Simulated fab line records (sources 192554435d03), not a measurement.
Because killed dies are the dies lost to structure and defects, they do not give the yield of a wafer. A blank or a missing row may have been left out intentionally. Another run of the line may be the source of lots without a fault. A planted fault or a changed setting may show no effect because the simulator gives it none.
Lot-split experiment || flow n5 finfet || route with 1938 steps; 7 lots, 39 wafers read

THE SPLIT ITSELF
At N5_GATE_CUT_ETCH_58 (etches SiNx in CH3F/O2, target depth 17 nm, time 128.6 s), the setting bias w was moved away from the recipe's 21 W on 18 of the 39 wafers read, by -15.4% to +15.6%. All remaining wafers had this setting at the recipe value.

The split's own step is where the reading is taken.

THE READING
rf vpp V, in V, at N5_GATE_CUT_ETCH_58 (etches SiNx in CH3F/O2, target depth 17 nm, time 128.6 s). Typical for fault-free wafers on this fab line: 99.1 V, with standard deviation 0.85 V.

{"wafer": "L074.1", "tool, chamber at the split": "rie diel-03, 2", "bias w as run, W": 21, "against the recipe": "recipe", "rf vpp V, V": 99.5, "against lot-mates on the recipe": "-"}
{"wafer": "L074.2", "tool, chamber at the split": "rie diel-03, 3", "bias w as run, W": 21, "against the recipe": "recipe", "rf vpp V, V": 97.6, "against lot-mates on the recipe": "-"}
{"wafer": "L074.3", "tool, chamber at the split": "rie diel-03, 0", "bias w as run, W": 23.34, "against the recipe": "+11.1%", "rf vpp V, V": 106.0, "against lot-mates on the recipe": "+7.4"}
{"wafer": "L074.4", "tool, chamber at the split": "rie diel-03, 1", "bias w as run, W": 21, "against the recipe": "recipe", "rf vpp V, V": 98.6, "against lot-mates on the recipe": "-"}
{"wafer": "L074.5", "tool, chamber at the split": "rie diel-03, 2", "bias w as run, W": 23.34, "against the recipe": "+11.1%", "rf vpp V, V": 104.8, "against lot-mates on the recipe": "+6.2"}
{"wafer": "L074.6", "tool, chamber at the split": "rie diel-03, 3", "bias w as run, W": 23.34, "against the recipe": "+11.1%", "rf vpp V, V": 105.4, "against lot-mates on the recipe": "+6.8"}
{"wafer": "L077.1", "tool, chamber at the split": "rie diel-03, 3", "bias w as run, W": 19.57, "against the recipe": "-6.8%", "rf vpp V, V": 95.2, "against lot-mates on the recipe": -4.6}
{"wafer": "L077.2", "tool, chamber at the split": "rie diel-03, 2", "bias w as run, W": 21, "against the recipe": "recipe", "rf vpp V, V": 98.9, "against lot-mates on the recipe": "-"}
{"wafer": "L077.3", "tool, chamber at the split": "rie diel-03, 0", "bias w as run, W": 21, "against the recipe": "recipe", "rf vpp V, V": 100.4, "against lot-mates on the recipe": "-"}
{"wafer": "L077.4", "tool, chamber at the split": "rie diel-03, 1", "bias w as run, W": 21, "against the recipe": "recipe", "rf vpp V, V": 100.2, "against lot-mates on the recipe": "-"}
{"wafer": "L077.5", "tool, chamber at the split": "rie diel-03, 2", "bias w as run, W": 19.57, "against the recipe": "-6.8%", "rf vpp V, V": 95.5, "against lot-mates on the recipe": -4.3}
{"wafer": "L077.6", "tool, chamber at the split": "rie diel-03, 3", "bias w as run, W": 19.57, "against the recipe": "-6.8%", "rf vpp V, V": 95.9, "against lot-mates on the recipe": -3.9}
{"wafer": "L078.1", "tool, chamber at the split": "rie diel-03, 2", "bias w as run, W": 22.48, "against the recipe": "+7.0%", "rf vpp V, V": 103.1, "against lot-mates on the recipe": "+4.3"}
{"wafer": "L078.2", "tool, chamber at the split": "rie diel-03, 3", "bias w as run, W": 22.48, "against the recipe": "+7.0%", "rf vpp V, V": 103.3, "against lot-mates on the recipe": "+4.5"}
{"wafer": "L078.3", "tool, chamber at the split": "rie diel-03, 0", "bias w as run, W": 21, "against the recipe": "recipe", "rf vpp V, V": 99.2, "against lot-mates on the recipe": "-"}
{"wafer": "L078.4", "tool, chamber at the split": "rie diel-03, 1", "bias w as run, W": 21, "against the recipe": "recipe", "rf vpp V, V": 96.9, "against lot-mates on the recipe": "-"}
{"wafer": "L078.5", "tool, chamber at the split": "rie diel-03, 3", "bias w as run, W": 21, "against the recipe": "recipe", "rf vpp V, V": 100.2, "against lot-mates on the recipe": "-"}
{"wafer": "L078.6", "tool, chamber at the split": "rie diel-03, 2", "bias w as run, W": 22.48, "against the recipe": "+7.0%", "rf vpp V, V": 104.1, "against lot-mates on the recipe": "+5.3"}
{"wafer": "L083.1", "tool, chamber at the split": "rie diel-02, 1", "bias w as run, W": 21, "against the recipe": "recipe", "rf vpp V, V": 98.8, "against lot-mates on the recipe": "-"}
{"wafer": "L083.2", "tool, chamber at the split": "rie diel-02, 0", "bias w as run, W": 22.57, "against the recipe": "+7.5%", "rf vpp V, V": 104.7, "against lot-mates on the recipe": "+5.8"}
{"wafer": "L083.3", "tool, chamber at the split": "rie diel-02, 2", "bias w as run, W": 21, "against the recipe": "recipe", "rf vpp V, V": 98.6, "against lot-mates on the recipe": "-"}
{"wafer": "L083.4", "tool, chamber at the split": "rie diel-02, 3", "bias w as run, W": 21, "against the recipe": "recipe", "rf vpp V, V": 99.3, "against lot-mates on the recipe": "-"}
{"wafer": "L083.5", "tool, chamber at the split": "rie diel-02, 3", "bias w as run, W": 22.57, "against the recipe": "+7.5%", "rf vpp V, V": 103.6, "against lot-mates on the recipe": "+4.7"}
{"wafer": "L083.6", "tool, chamber at the split": "rie diel-02, 2", "bias w as run, W": 22.57, "against the recipe": "+7.5%", "rf vpp V, V": 102.5, "against lot-mates on the recipe": "+3.6"}
{"wafer": "L089.2", "tool, chamber at the split": "rie diel-02, 3", "bias w as run, W": 21, "against the recipe": "recipe", "rf vpp V, V": 99.6, "against lot-mates on the recipe": "-"}
{"wafer": "L089.5", "tool, chamber at the split": "rie diel-02, 0", "bias w as run, W": 21, "against the recipe": "recipe", "rf vpp V, V": 99.4, "against lot-mates on the recipe": "-"}
{"wafer": "L089.6", "tool, chamber at the split": "rie diel-02, 3", "bias w as run, W": 21, "against the recipe": "recipe", "rf vpp V, V": 98.8, "against lot-mates on the recipe": "-"}
{"wafer": "L094.1", "tool, chamber at the split": "rie diel-02, 1", "bias w as run, W": 21, "against the recipe": "recipe", "rf vpp V, V": 98.2, "against lot-mates on the recipe": "-"}
{"wafer": "L094.2", "tool, chamber at the split": "rie diel-02, 0", "bias w as run, W": 21, "against the recipe": "recipe", "rf vpp V, V": 98.3, "against lot-mates on the recipe": "-"}
{"wafer": "L094.3", "tool, chamber at the split": "rie diel-02, 3", "bias w as run, W": 21, "against the recipe": "recipe", "rf vpp V, V": 98.3, "against lot-mates on the recipe": "-"}
{"wafer": "L094.4", "tool, chamber at the split": "rie diel-02, 2", "bias w as run, W": 24.27, "against the recipe": "+15.6%", "rf vpp V, V": 108.1, "against lot-mates on the recipe": "+9.8"}
{"wafer": "L094.5", "tool, chamber at the split": "rie diel-02, 2", "bias w as run, W": 24.27, "against the recipe": "+15.6%", "rf vpp V, V": 109.7, "against lot-mates on the recipe": "+11.4"}
{"wafer": "L094.6", "tool, chamber at the split": "rie diel-02, 3", "bias w as run, W": 24.27, "against the recipe": "+15.6%", "rf vpp V, V": 108.1, "against lot-mates on the recipe": "+9.8"}
{"wafer": "L097.1", "tool, chamber at the split": "rie diel-03, 0", "bias w as run, W": 17.77, "against the recipe": "-15.4%", "rf vpp V, V": 90.1, "against lot-mates on the recipe": -8.7}
{"wafer": "L097.2", "tool, chamber at the split": "rie diel-03, 3", "bias w as run, W": 21, "against the recipe": "recipe", "rf vpp V, V": 97.7, "against lot-mates on the recipe": "-"}
{"wafer": "L097.3", "tool, chamber at the split": "rie diel-03, 1", "bias w as run, W": 21, "against the recipe": "recipe", "rf vpp V, V": 99.2, "against lot-mates on the recipe": "-"}
{"wafer": "L097.4", "tool, chamber at the split": "rie diel-03, 2", "bias w as run, W": 17.77, "against the recipe": "-15.4%", "rf vpp V, V": 88.9, "against lot-mates on the recipe": -9.9}
{"wafer": "L097.5", "tool, chamber at the split": "rie diel-03, 3", "bias w as run, W": 17.77, "against the recipe": "-15.4%", "rf vpp V, V": 89.0, "against lot-mates on the recipe": -9.8}
{"wafer": "L097.6", "tool, chamber at the split": "rie diel-03, 0", "bias w as run, W": 21, "against the recipe": "recipe", "rf vpp V, V": 99.4, "against lot-mates on the recipe": "-"}

FIT RESULTS
A straight line over all 39 wafers: rf vpp V changes by +0.609 V for each +1% of bias w; r = +0.98; the points scatter about the line by 0.82 V.
The same after taking each lot's own level away (the mean of its wafers on the recipe; 39 wafers): +0.635 V for each +1%; r = +0.99; scatter 0.72 V.
Per that fit: largest bias w move, reading shift of 9.9 V.
Across the lots, their own levels run from 98.27 to 99.83 V, a range of 1.8 times the standard deviation given above.
The two slopes agree, so the slope changes little with the lot-to-lot level.
Check: for one of the wafers moved furthest among these (+15.6%), held out of the fit, the line's prediction against its lot-mates is +9.96 V. It came out at +9.83 V against them.
Tool readings at the split's step, against how far the setting was moved: rf vpp V r = +0.98.

FURTHER SPLITS ON THESE WAFERS
Before the reading, these wafers also passed through other splits. Each is held against what the fit with the lots' levels taken away leaves over:
{"other split on the same wafers": "N5_WELL_APT_EPI_41 target thk a", "wafers away from the commonest value": 18, "r with rf vpp V (lot level and that fit taken away)": "+0.26"}
{"other split on the same wafers": "N5_DUMMY_GATE_ETCH_37 source w", "wafers away from the commonest value": 12, "r with rf vpp V (lot level and that fit taken away)": "+0.09"}
{"other split on the same wafers": "N5_DUMMY_GATE_ETCH_32 time s", "wafers away from the commonest value": 18, "r with rf vpp V (lot level and that fit taken away)": "+0.00"}

THE WHOLE CHAIN: every reading that the file lists as answering this split, in the file's order
{"step": "N5_GATE_CUT_ETCH_58", "what it does": "etches SiNx in CH3F/O2, target depth 17 nm, time 128.6 s", "reading": "rf vpp V", "change (the file's fit)": "+0.637 V for each +1% of the setting", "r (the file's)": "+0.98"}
{"step": "N5_GATE_CUT_ETCH_58", "what it does": "etches SiNx in CH3F/O2, target depth 17 nm, time 128.6 s", "reading": "etch.depth nm (the simulator's own value, which no gauge read)", "change (the file's fit)": "+0.0827 nm for each +1% of the setting", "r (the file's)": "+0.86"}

THE FILE'S OWN FIT
rf vpp V changes by +0.637 V for each +1% of bias w, r = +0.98.
